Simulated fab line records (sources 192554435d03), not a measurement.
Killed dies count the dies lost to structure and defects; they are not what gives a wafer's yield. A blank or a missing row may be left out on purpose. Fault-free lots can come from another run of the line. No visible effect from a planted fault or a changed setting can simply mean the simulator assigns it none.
Matching of chambers ; flow n5 finfet ; N5_BEOL_M2_CO_CAP_55 on cvd co-01: 3 sister chambers
The step material Co, precursor CCTBA/H2, target thk 2 nm, time 102.1 s. 3 wafers are shown with their chamber, then 12 later ones without.

== WAFERS, EACH WITH ITS CHAMBER ==
wafer;chamber;heater power w (W)
L085.6;0;255
L087.3;1;217
L087.6;2;259

== WAFERS MISSING THEIR CHAMBER ==
wafer;heater power w (W)
L089.2;256
L089.4;258
L089.6;213
L091.1;254
L091.2;215
L091.4;269
L094.2;257
L094.3;219
L094.5;264
L096.4;214
L096.5;264
L096.6;261

== EACH ONE'S CHAMBER ==
wafer;from the rows above;in truth
L089.2;can't be placed: 0 or 2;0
L089.4;can't be placed: 2 or 0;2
L089.6;1;1
L091.1;can't be placed: 0 or 2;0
L091.2;1;1
L091.4;can't be placed: 2 or 0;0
L094.2;can't be placed: 0 or 2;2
L094.3;1;1
L094.5;can't be placed: 2 or 0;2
L096.4;1;1
L096.5;can't be placed: 2 or 0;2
L096.6;can't be placed: 2 or 0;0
4 of 12 placed correctly. Unplaceable from these rows: 8, with the true chamber sitting among the candidates in 8. 0 placed wrongly.
How it was worked out, from the rows above alone: a wafer's distance from a chamber is the root of the sum, over the readings, of the square of ((its reading less the chamber's mean) divided by the reading's scatter). If the next closest chamber is less than 2 further off than the closest, the wafer can't be placed; otherwise it belongs to the closest. For every chamber, the mean is computed from those of its wafers that are shown. The scatter: with one shown wafer a chamber, the root of the mean of the squares of how far each hidden wafer lies from its nearest shown one.
